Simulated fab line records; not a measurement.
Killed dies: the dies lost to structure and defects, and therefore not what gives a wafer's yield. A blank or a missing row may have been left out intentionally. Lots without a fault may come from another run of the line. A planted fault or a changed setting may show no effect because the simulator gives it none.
Comparing a struck lot with a sound one + flow n5Finfet + 28 out of 1938 route steps
Sound: wafers L185.2, L185.4, L185.6. Struck: wafers L195.2, L195.3 (left out: L195.1, a lot-mate that was not struck); the cause follows at the end.
Each step with rows lists, per side, the tool, then ch with its chambers, then its first start. Under that, the readings that differ: sound wafers + struck wafers + difference of the means + sigmas: that difference in standard deviations of wafers without a fault.
alike: words and numbers the same on both sides, and readings whose means are apart by under 2 such deviations; not compared: readings that were withheld, readings missing a value for some wafer, numbers with overlapping values and no deviation given by the record, and bounds like >300 which may hide the same value.
The two part at a step that has a row with sigmas, a row that says differs or no value, or rows on one side only. Non-overlapping numbers with no deviation appear without sigmas and do not part them. A reading missing from all wafers of one side parts the sides only when that side holds two or more wafers.

N5_BEOL_M13_ETCH_59: etches BARC in N2/H2, target depth 89 nm, overetch 26.7 nm, time 67.9 s.
  sound on rieDiel-04 ch 1,2, day 13 22:23; struck on rieDiel-05 ch 0,2, day 16 18:01
  alike: drypumpMotorCurrentA, oesProductAu, rfVppV, showerheadPlenumPTorr, throttleValvePct
  not compared: rfHoursCounterH
N5_BEOL_M13_VIA_ETCH_16: etches SiOC in C4F8/O2/Ar, target depth 921.7 nm.
  sound on rieDiel-04 ch 1,2, day 13 22:26; struck on rieDiel-05 ch 0,2, day 16 18:04
  alike: drypumpMotorCurrentA, mfcArSccm, oesProductAu, rfVppV, showerheadPlenumPTorr, throttleValvePct
then, 1 step without rows for these wafers: N5_BEOL_M13_STRIP_63 (strips in N2/H2).
N5_BEOL_M13_STRIP_64: strips in N2/H2.
  sound on plasmaAsher-01 ch 0,1, day 13 22:44; struck on plasmaAsher-02 ch 0,1, day 16 18:22
  alike: drypumpMotorCurrentA, heaterPowerW, oesProductAu, stripTimeToEndpointS
  not compared: rfHoursCounterH
then, 2 steps without rows for these wafers: N5_BEOL_M13_STRIP_71 (strips in post etch residue remover, time 60 s); N5_BEOL_M13_SRD_72 (time 30 s, dry time 30 s).
N5_BEOL_M13_CD_MEAS_17: target cd 190 nm.
  struck on cdSem-02, day 16 18:31; sound on cdSem-02, day 13 22:53
  alike: cdNm
then, 5 steps without rows for these wafers: N5_BEOL_M13_COAT_65 (time 60 s, resist thk 350 nm); N5_BEOL_M13_COAT_66 (time 60 s, resist thk 110 nm); N5_BEOL_M13_COAT_22 (resist thk 300 nm); N5_BEOL_M13_EBR_24; N5_BEOL_M13_SOFTBAKE_23 (time 60 s).
N5_BEOL_M13_EXPOSE_25: exposes mask M13, target cd 210 nm.
  sound on krfScanner-02 ch 0, day 13 23:10; struck on krfScanner-01 ch 0, day 16 18:40
  alike: mask, exposureDoseMJCm2
then, 3 steps without rows for these wafers: N5_BEOL_M13_PEB_26 (peb time 90 s); N5_BEOL_M13_DEVELOP_27 (develop time 45 s); N5_BEOL_M13_HARDBAKE_32 (time 120 s).
N5_BEOL_M13_CD_MEAS_28: target cd 209.5 nm.
  sound on cdSem-02 ch 0, day 13 23:20; struck on cdSem-02 ch 0, day 16 18:51
| reading   | sound             | struck      | difference | sigmas |
|-----------|-------------------|-------------|------------|--------|
| cdNm (nm) | 208.8 208.3 209.9 | 318.1 317.4 | +108.8     | +99    |
N5_BEOL_M13_OVL_MEAS_29:
  sound on overlay-01 ch 0, day 13 23:22; struck on overlay-01 ch 0, day 16 18:53
  alike: M13_OVL
N5_BEOL_M13_INSPECT_30: inspects for defects (macro).
  struck on defectInspect-01, day 16 18:54; sound on defectInspect-01, day 13 23:23
| reading        | sound | struck | difference | sigmas |
|----------------|-------|--------|------------|--------|
| rawDefectCount | 3 0 2 | 2 8    | +3         | +2     |
N5_BEOL_M13_DESCUM_33: chemistry O2, time 7.9 s.
  sound on rieDiel-05 ch 0,2, day 13 23:26; struck on rieDiel-04 ch 1,2, day 16 18:56
| reading                  | sound             | struck      | difference | sigmas |
|--------------------------|-------------------|-------------|------------|--------|
| model.BEOL_M13.cdNm (nm) | 208.8 208.6 210.2 | 318.2 317.6 | +108.7     |        |
  alike: drypumpMotorCurrentA, oesProductAu, rfVppV, showerheadPlenumPTorr, throttleValvePct
  not compared: rfHoursCounterH
then, 3 steps without rows for these wafers: N5_BEOL_M13_ETCH_67 (etches SiARC in CF4, target depth 143 nm, time 238.3 s); N5_BEOL_M13_ETCH_68 (etches SOC in N2/H2, time 355 s); N5_BEOL_M13_STRIP_69 (strips in N2/H2).
N5_BEOL_M13_TRENCH_ETCH_34: etches SiOC in C4F8/O2/Ar, target depth 413.47 nm, time 162.6 s.
  sound on rieDiel-05 ch 0,2, day 13 23:50; struck on rieDiel-04 ch 1,2, day 16 19:20
  alike: drypumpMotorCurrentA, mfcArSccm, oesProductAu, rfVppV, showerheadPlenumPTorr, throttleValvePct
  not compared: rfHoursCounterH
then, 1 step without rows for these wafers: N5_BEOL_M13_STRIP_70 (strips in C4F8/O2/Ar).
N5_BEOL_M13_STRIP_37: strips in N2/H2.
  sound on plasmaAsher-02 ch 0,1, day 14 00:02; struck on plasmaAsher-01 ch 0,1, day 16 19:33
  alike: drypumpMotorCurrentA, heaterPowerW, oesProductAu
  not compared: rfHoursCounterH
N5_BEOL_M13_ETCH_38: etches SiCN in CF4/N2, target depth 67.5 nm, time 71.9 s.
  sound on rieDiel-04 ch 0,1,3, day 14 01:13; struck on rieDiel-02 ch 0,1, day 16 19:38
| reading                  | sound             | struck      | difference | sigmas |
|--------------------------|-------------------|-------------|------------|--------|
| throttleValvePct (%)     | 15.46 15.38 15.57 | 15.77 15.71 | +0.27      | +2     |
| model.BEOL_M13.cdNm (nm) | 210 209.4 210.8   | 317.4 317.6 | +107.4     |        |
  alike: drypumpMotorCurrentA, mfcArSccm, oesProductAu, rfVppV, showerheadPlenumPTorr
  not compared: rfHoursCounterH
then, 1 step without rows for these wafers: N5_BEOL_M13_PRECLEAN_39 (cleans in residue remover, time 60 s).

## WHERE THEY PART
Last at N5_BEOL_M13_ETCH_38 as far as this record goes, first at N5_BEOL_M13_CD_MEAS_28.

WHY: what had been put in by the simulator
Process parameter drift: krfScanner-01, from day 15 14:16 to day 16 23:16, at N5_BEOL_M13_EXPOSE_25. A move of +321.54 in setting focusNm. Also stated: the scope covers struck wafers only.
